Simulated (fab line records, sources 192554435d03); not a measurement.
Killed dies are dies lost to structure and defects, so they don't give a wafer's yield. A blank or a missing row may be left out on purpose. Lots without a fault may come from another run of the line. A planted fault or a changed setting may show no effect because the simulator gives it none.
Which tool did it? | flow n5_finfet | 24 lots, 72 wafers sampled, at 6 steps of a route of 1938

WHAT THE GAUGES READ, wafer by wafer
N5_BEOL_M5_CD_MEAS_35: target cd 28 nm, target cd y 24 nm. Usual: cd_nm 28.1 nm, standard deviation 0.33.
lot  | measured     | on        | cd_nm (nm)     | flag
L074 | day 8 04:05  | cd_sem-03 | 28.1 27.9 28.6 |
L076 | day 8 17:43  | cd_sem-03 | 27.6 28.2 28.1 |
L075 | day 8 23:08  | cd_sem-01 | 28.3 27.8 28.0 |
L077 | day 9 14:31  | cd_sem-01 | 28.2 28.1 28.4 |
L078 | day 9 21:13  | cd_sem-02 | 28.3 27.8 27.8 |
L079 | day 10 02:48 | cd_sem-02 | 28.3 28.8 28.2 |
L080 | day 10 06:09 | cd_sem-02 | 27.9 27.8 27.6 |
L081 | day 10 21:20 | cd_sem-01 | 27.7 28.2 28.2 |
L083 | day 10 23:41 | cd_sem-02 | 27.7 28.3 28.0 |
L084 | day 11 03:59 | cd_sem-01 | 28.2 28.2 27.8 |
L085 | day 11 09:46 | cd_sem-01 | 28.4 28.1 28.0 |
L082 | day 11 12:21 | cd_sem-01 | 28.1 28.5 27.5 |
L086 | day 12 01:36 | cd_sem-02 | 28.4 28.5 28.2 |
L087 | day 12 03:26 | cd_sem-03 | 28.5 28.3 28.7 |
L088 | day 12 11:00 | cd_sem-02 | 28.1 28.2 27.9 |
L090 | day 12 21:41 | cd_sem-01 | 27.9 28.1 28.4 |
L089 | day 12 21:38 | cd_sem-02 | 28.4 28.0 28.0 |
L093 | day 13 03:34 | cd_sem-02 | 28.1 28.4 28.1 |
L091 | day 13 02:56 | cd_sem-03 | 28.6 28.0 28.2 |
L092 | day 13 08:43 | cd_sem-03 | 27.4 27.6 28.3 |
L094 | day 13 13:16 | cd_sem-01 | 27.8 28.2 27.4 |
L096 | day 13 12:46 | cd_sem-03 | 28.9 28.1 28.8 |
L095 | day 14 06:48 | cd_sem-03 | 27.4 28.3 27.9 |
L097 | day 14 20:55 | cd_sem-03 | 28.4 28.6 27.7 |

N5_BEOL_M5_INSPECT_58: inspects for defects (darkfield). Usual: raw_defect_count 76, standard deviation 21.
lot  | measured     | on                | raw_defect_count | flag
L074 | day 8 11:10  | defect_inspect-01 | 70 71 47         |
L076 | day 9 00:43  | defect_inspect-01 | 112 45 84        |
L075 | day 9 05:54  | defect_inspect-02 | 68 73 105        |
L077 | day 9 21:37  | defect_inspect-01 | 65 59 49         |
L078 | day 10 04:11 | defect_inspect-02 | 82 48 74         |
L079 | day 10 09:49 | defect_inspect-02 | 82 52 70         |
L080 | day 10 12:43 | defect_inspect-02 | 69 97 106        |
L081 | day 11 04:54 | defect_inspect-02 | 86 78 108        |
L083 | day 11 07:16 | defect_inspect-02 | 79 101 75        |
L084 | day 11 11:40 | defect_inspect-02 | 55 71 68         |
L085 | day 11 16:25 | defect_inspect-02 | 94 78 76         |
L082 | day 11 18:57 | defect_inspect-02 | 86 61 41         |
L086 | day 12 09:48 | defect_inspect-01 | 46 50 35         |
L087 | day 12 11:25 | defect_inspect-02 | 121 100 97       |
L088 | day 12 19:22 | defect_inspect-01 | 66 72 90         |
L090 | day 13 05:15 | defect_inspect-02 | 102 115 90       |
L089 | day 13 04:49 | defect_inspect-01 | 109 90 92        |
L093 | day 13 09:57 | defect_inspect-01 | 64 58 47         |
L091 | day 13 09:49 | defect_inspect-02 | 57 65 50         |
L092 | day 13 18:57 | defect_inspect-02 | 38 56 75         |
L094 | day 13 20:35 | defect_inspect-01 | 67 72 78         |
L096 | day 13 19:29 | defect_inspect-02 | 51 68 38         |
L095 | day 14 13:55 | defect_inspect-02 | 71 57 73         |
L097 | day 15 03:45 | defect_inspect-01 | 61 65 47         |

WHICH TOOL RAN EACH LOT (tool, then ch and the chambers of the sampled wafers, then the start)
lot  | N5_BEOL_M5_STRIP_64                | N5_BEOL_M5_ETCH_68                 | N5_BEOL_M5_DEGAS_44          | N5_BEOL_M5_SPUTTER_83
L074 | rie_diel-04 ch 0,2,3, day 8 02:38  | rie_diel-04 ch 1,2,3, day 8 03:35  | pvd_sputter-02, day 8 04:46  | pvd_sputter-02, day 8 07:43
L076 | rie_diel-03 ch 1,3, day 8 16:22    | rie_diel-03 ch 0,1,2, day 8 17:06  | pvd_sputter-03, day 8 18:26  | pvd_sputter-03, day 8 21:13
L075 | rie_diel-03 ch 0,2,3, day 8 21:53  | rie_diel-05 ch 0,2,3, day 8 22:39  | pvd_sputter-02, day 8 23:55  | pvd_sputter-03, day 9 02:39
L077 | rie_diel-05 ch 0,1, day 9 12:24    | rie_diel-05 ch 2,3, day 9 14:01    | pvd_sputter-03, day 9 14:53  | pvd_sputter-01, day 9 18:10
L078 | rie_diel-03 ch 1,3, day 9 19:25    | rie_diel-03 ch 0,1,3, day 9 20:44  | pvd_sputter-03, day 9 21:53  | pvd_sputter-02, day 10 00:44
L079 | rie_diel-04 ch 0,1,2, day 9 22:58  | rie_diel-04 ch 0,2,3, day 10 02:18 | pvd_sputter-03, day 10 03:17 | pvd_sputter-01, day 10 06:22
L080 | rie_diel-05 ch 0,1,2, day 10 04:09 | rie_diel-05 ch 1,2,3, day 10 05:40 | pvd_sputter-02, day 10 06:43 | pvd_sputter-02, day 10 09:28
L081 | rie_diel-04 ch 0,1, day 10 19:02   | rie_diel-05 ch 0,1,3, day 10 20:50 | pvd_sputter-01, day 10 21:46 | pvd_sputter-02, day 11 01:22
L083 | rie_diel-04 ch 1,2,3, day 10 22:22 | rie_diel-03 ch 0,3, day 10 23:10   | pvd_sputter-01, day 11 00:31 | pvd_sputter-01, day 11 03:37
L084 | rie_diel-03 ch 2,3, day 11 01:34   | rie_diel-05 ch 2,3, day 11 03:29   | pvd_sputter-03, day 11 04:59 | pvd_sputter-01, day 11 08:14
L085 | rie_diel-03 ch 2,3, day 11 08:06   | rie_diel-05 ch 0,2,3, day 11 09:16 | pvd_sputter-02, day 11 10:11 | pvd_sputter-01, day 11 13:10
L082 | rie_diel-04 ch 0,2,3, day 11 11:07 | rie_diel-04 ch 0,2, day 11 11:52   | pvd_sputter-02, day 11 12:44 | pvd_sputter-02, day 11 15:40
L086 | rie_diel-03 ch 0,1,3, day 11 21:56 | rie_diel-05 ch 0,3, day 12 01:06   | pvd_sputter-02, day 12 02:20 | pvd_sputter-02, day 12 06:32
L087 | rie_diel-04 ch 0,1,3, day 12 02:10 | rie_diel-04 ch 0,1,3, day 12 02:57 | pvd_sputter-01, day 12 05:10 | pvd_sputter-01, day 12 08:06
L088 | rie_diel-04 ch 0,1,3, day 12 02:22 | rie_diel-04 ch 0,1,3, day 12 10:31 | pvd_sputter-01, day 12 11:53 | pvd_sputter-01, day 12 14:53
L090 | rie_diel-03 ch 0,1,3, day 12 19:13 | rie_diel-03 ch 0,1,2, day 12 21:12 | pvd_sputter-01, day 12 22:45 | pvd_sputter-02, day 13 01:38
L089 | rie_diel-03 ch 0,2, day 12 19:42   | rie_diel-04 ch 3, day 12 21:00     | pvd_sputter-01, day 12 22:40 | pvd_sputter-03, day 13 01:32
L093 | rie_diel-03 ch 0,1,2, day 12 22:19 | rie_diel-03 ch 1,2, day 13 03:04   | pvd_sputter-02, day 13 03:56 | pvd_sputter-02, day 13 06:39
L091 | rie_diel-03 ch 0,3, day 12 23:41   | rie_diel-05 ch 0,3, day 13 02:26   | pvd_sputter-03, day 13 03:47 | pvd_sputter-03, day 13 06:33
L092 | rie_diel-05 ch 1,2,3, day 13 03:32 | rie_diel-05 ch 1,2, day 13 08:13   | pvd_sputter-01, day 13 09:16 | pvd_sputter-01, day 13 12:02
L094 | rie_diel-05 ch 0,2,3, day 13 09:32 | rie_diel-04 ch 1,2, day 13 12:39   | pvd_sputter-03, day 13 14:20 | pvd_sputter-03, day 13 17:16
L096 | rie_diel-04 ch 0,1,2, day 13 10:22 | rie_diel-05 ch 1,2,3, day 13 12:16 | pvd_sputter-02, day 13 13:14 | pvd_sputter-02, day 13 16:11
L095 | rie_diel-04 ch 0,1,2, day 14 03:39 | rie_diel-04 ch 0,1,2, day 14 06:13 | pvd_sputter-01, day 14 07:14 | pvd_sputter-03, day 14 10:26
L097 | rie_diel-04 ch 0,1,3, day 14 19:10 | rie_diel-05 ch 0,1,3, day 14 20:26 | pvd_sputter-02, day 14 21:25 | pvd_sputter-02, day 15 00:26
- N5_BEOL_M5_STRIP_64: strips in CF4.
- N5_BEOL_M5_ETCH_68: etches SOC in N2/H2, target depth 80 nm, overetch 16 nm, time 120 s.
- N5_BEOL_M5_DEGAS_44: time 60 s.
- N5_BEOL_M5_SPUTTER_83: material Cu, target thk 15 nm, time 27.62 s.

WHAT THE TOOLS THEMSELVES READ (means of the sampled wafers that have a number; where no wafer has one, the mark that the record gives instead)
N5_BEOL_M5_STRIP_64. Usual: drypump_motor_current_A 5.7 A, standard deviation 0.39; oes_product_au 0.78 a.u., standard deviation 0.081; rf_vpp_V 271.2 V, standard deviation 1.8; showerhead_plenum_p_Torr 1.80 Torr, standard deviation 0.064; throttle_valve_pct 13.57 %, standard deviation 0.26.
lot  | tool        | drypump_motor_current_A (A) | oes_product_au (a.u.) | rf_vpp_V (V) | showerhead_plenum_p_Torr (Torr) | throttle_valve_pct (%) | flag
L074 | rie_diel-04 | 5.7                         | 0.78                  | 271.7        | 1.80                            | 13.63                  |
L076 | rie_diel-03 | 5.3                         | 0.83                  | 270.5        | 1.78                            | 13.27                  |
L075 | rie_diel-03 | 5.8                         | 0.81                  | 271.2        | 1.80                            | 13.49                  |
L077 | rie_diel-05 | 6.1                         | 0.71                  | 269.7        | 1.75                            | 13.84                  |
L078 | rie_diel-03 | 5.5                         | 0.85                  | 271.2        | 1.80                            | 13.28                  |
L079 | rie_diel-04 | 5.5                         | 0.73                  | 270.8        | 1.76                            | 13.83                  |
L080 | rie_diel-05 | 6.1                         | 0.72                  | 269.7        | 1.77                            | 13.73                  |
L081 | rie_diel-04 | 5.2                         | 0.76                  | 270.5        | 1.76                            | 13.77                  |
L083 | rie_diel-04 | 5.7                         | 0.78                  | 271.1        | 1.82                            | 13.62                  |
L084 | rie_diel-03 | 5.8                         | 0.76                  | 269.9        | 1.74                            | 13.55                  |
L085 | rie_diel-03 | 5.7                         | 0.81                  | 271.2        | 1.78                            | 13.44                  |
L082 | rie_diel-04 | 5.7                         | 0.75                  | 270.8        | 1.79                            | 13.70                  |
L086 | rie_diel-03 | 5.5                         | 0.80                  | 271.6        | 1.81                            | 13.42                  |
L087 | rie_diel-04 | 5.4                         | 0.78                  | 271.0        | 1.80                            | 13.62                  |
L088 | rie_diel-04 | 5.4                         | 0.79                  | 271.0        | 1.80                            | 13.63                  |
L090 | rie_diel-03 | 5.5                         | 0.80                  | 273.0        | 1.81                            | 13.44                  |
L089 | rie_diel-03 | 5.8                         | 0.84                  | 274.1        | 1.87                            | 13.44                  |
L093 | rie_diel-03 | 5.6                         | 0.83                  | 271.3        | 1.83                            | 13.36                  |
L091 | rie_diel-03 | 5.8                         | 0.80                  | 272.9        | 1.85                            | 13.53                  |
L092 | rie_diel-05 | 6.1                         | 0.71                  | 270.5        | 1.80                            | 13.77                  |
L094 | rie_diel-05 | 6.2                         | 0.69                  | 270.4        | 1.78                            | 13.76                  |
L096 | rie_diel-04 | 5.5                         | 0.82                  | 270.9        | 1.76                            | 13.68                  |
L095 | rie_diel-04 | 5.5                         | 0.81                  | 269.5        | 1.76                            | 13.69                  |
L097 | rie_diel-04 | 5.4                         | 0.77                  | 271.0        | 1.80                            | 13.67                  |

N5_BEOL_M5_ETCH_68. Usual: bias_w 150.0 W, standard deviation 0.46; drypump_motor_current_A 5.9 A, standard deviation 0.39; oes_product_au 0.59 a.u., standard deviation 0.064; rf_vpp_V 523.9 V, standard deviation 2.9; showerhead_plenum_p_Torr 2.54 Torr, standard deviation 0.098; throttle_valve_pct 17.86 %, standard deviation 0.26.
lot  | tool        | bias_w (W) | drypump_motor_current_A (A) | oes_product_au (a.u.) | rf_vpp_V (V) | showerhead_plenum_p_Torr (Torr) | throttle_valve_pct (%) | flag
L074 | rie_diel-04 | 150.3      | 5.7                         | 0.63                  | 526.3        | 2.59                            | 17.77                  |
L076 | rie_diel-03 | 149.4      | 5.6                         | 0.59                  | 522.9        | 2.52                            | 17.74                  |
L075 | rie_diel-05 | 149.8      | 6.3                         | 0.55                  | 523.6        | 2.52                            | 17.90                  |
L077 | rie_diel-05 | 149.7      | 6.2                         | 0.55                  | 525.1        | 2.59                            | 17.93                  |
L078 | rie_diel-03 | 150.2      | 5.6                         | 0.64                  | 524.8        | 2.59                            | 17.68                  |
L079 | rie_diel-04 | 150.3      | 5.7                         | 0.59                  | 523.7        | 2.54                            | 17.83                  |
L080 | rie_diel-05 | 150.0      | 6.1                         | 0.56                  | 524.9        | 2.56                            | 17.98                  |
L081 | rie_diel-05 | 150.2      | 6.1                         | 0.54                  | 523.4        | 2.52                            | 18.05                  |
L083 | rie_diel-03 | 150.1      | 5.7                         | 0.65                  | 526.3        | 2.63                            | 17.71                  |
L084 | rie_diel-05 | 149.6      | 6.2                         | 0.55                  | 524.1        | 2.56                            | 17.85                  |
L085 | rie_diel-05 | 149.9      | 6.2                         | 0.54                  | 523.2        | 2.52                            | 17.94                  |
L082 | rie_diel-04 | 149.8      | 5.8                         | 0.54                  | 521.8        | 2.47                            | 18.06                  |
L086 | rie_diel-05 | 150.6      | 6.2                         | 0.53                  | 521.6        | 2.47                            | 18.00                  |
L087 | rie_diel-04 | 150.3      | 5.4                         | 0.61                  | 524.6        | 2.55                            | 17.84                  |
L088 | rie_diel-04 | 149.5      | 5.4                         | 0.61                  | 524.9        | 2.55                            | 17.84                  |
L090 | rie_diel-03 | 149.4      | 5.6                         | 0.65                  | 525.7        | 2.62                            | 17.63                  |
L089 | rie_diel-04 | 150.1      | 5.9                         | 0.66                  | 528.2        | 2.68                            | 17.41                  |
L093 | rie_diel-03 | 149.9      | 5.6                         | 0.69                  | 526.2        | 2.63                            | 17.41                  |
L091 | rie_diel-05 | 150.2      | 6.2                         | 0.53                  | 523.6        | 2.54                            | 18.05                  |
L092 | rie_diel-05 | 150.1      | 6.0                         | 0.55                  | 523.1        | 2.53                            | 18.03                  |
L094 | rie_diel-04 | 150.3      | 5.8                         | 0.70                  | 523.6        | 2.51                            | 17.73                  |
L096 | rie_diel-05 | 150.0      | 6.1                         | 0.55                  | 524.2        | 2.55                            | 18.01                  |
L095 | rie_diel-04 | 150.4      | 5.5                         | 0.63                  | 521.9        | 2.48                            | 17.92                  |
L097 | rie_diel-05 | 149.9      | 6.1                         | 0.61                  | 525.4        | 2.61                            | 17.94                  |

N5_BEOL_M5_DEGAS_44. Usual: heater_power_w 325 W, standard deviation 31.
lot  | tool           | heater_power_w (W) | flag
L074 | pvd_sputter-02 | 332                |
L076 | pvd_sputter-03 | 315                |
L075 | pvd_sputter-02 | 318                |
L077 | pvd_sputter-03 | 333                |
L078 | pvd_sputter-03 | 311                |
L079 | pvd_sputter-03 | 341                |
L080 | pvd_sputter-02 | 316                |
L081 | pvd_sputter-01 | 315                |
L083 | pvd_sputter-01 | 333                |
L084 | pvd_sputter-03 | 305                |
L085 | pvd_sputter-02 | 335                |
L082 | pvd_sputter-02 | 327                |
L086 | pvd_sputter-02 | 331                |
L087 | pvd_sputter-01 | 335                |
L088 | pvd_sputter-01 | 339                |
L090 | pvd_sputter-01 | 330                |
L089 | pvd_sputter-01 | 339                |
L093 | pvd_sputter-02 | 323                |
L091 | pvd_sputter-03 | 313                |
L092 | pvd_sputter-01 | 338                |
L094 | pvd_sputter-03 | 323                |
L096 | pvd_sputter-02 | 323                |
L095 | pvd_sputter-01 | 365                |
L097 | pvd_sputter-02 | 329                |

N5_BEOL_M5_SPUTTER_83. Usual: throttle_valve_pct 29.5 %, standard deviation 0.92.
lot  | tool           | throttle_valve_pct (%) | flag
L074 | pvd_sputter-02 | 29.4                   |
L076 | pvd_sputter-03 | 29.1                   |
L075 | pvd_sputter-03 | 29.3                   |
L077 | pvd_sputter-01 | 29.8                   |
L078 | pvd_sputter-02 | 28.8                   |
L079 | pvd_sputter-01 | 29.9                   |
L080 | pvd_sputter-02 | 29.1                   |
L081 | pvd_sputter-02 | 29.2                   |
L083 | pvd_sputter-01 | 30.4                   |
L084 | pvd_sputter-01 | 29.5                   |
L085 | pvd_sputter-01 | 29.9                   |
L082 | pvd_sputter-02 | 29.0                   |
L086 | pvd_sputter-02 | 29.3                   |
L087 | pvd_sputter-01 | 29.9                   |
L088 | pvd_sputter-01 | 30.8                   |
L090 | pvd_sputter-02 | 29.1                   |
L089 | pvd_sputter-03 | 29.2                   |
L093 | pvd_sputter-02 | 28.9                   |
L091 | pvd_sputter-03 | 29.0                   |
L092 | pvd_sputter-01 | 29.5                   |
L094 | pvd_sputter-03 | 29.0                   |
L096 | pvd_sputter-02 | 29.5                   |
L095 | pvd_sputter-03 | 28.9                   |
L097 | pvd_sputter-02 | 29.1                   |

THE ANSWER, worked out from the rows above alone
Rule: a lot is off if the mean of its wafers that have a number lies more than 3 standard deviations from the usual mean. A lot without any number at a reading at which 4 lots or more have one is off too. The other lots that the step has rows for count as sound. The gauges are gone through in route order, then the tools' own readings, and for those a lot's mean is taken as printed above. The first step at which some lot is off is used, and at that step the reading that is off furthest; a lot without a number counts as furthest.
No lot is off at any reading shown: from this, nothing can be told.

WHAT THE SIMULATOR HAD PUT IN
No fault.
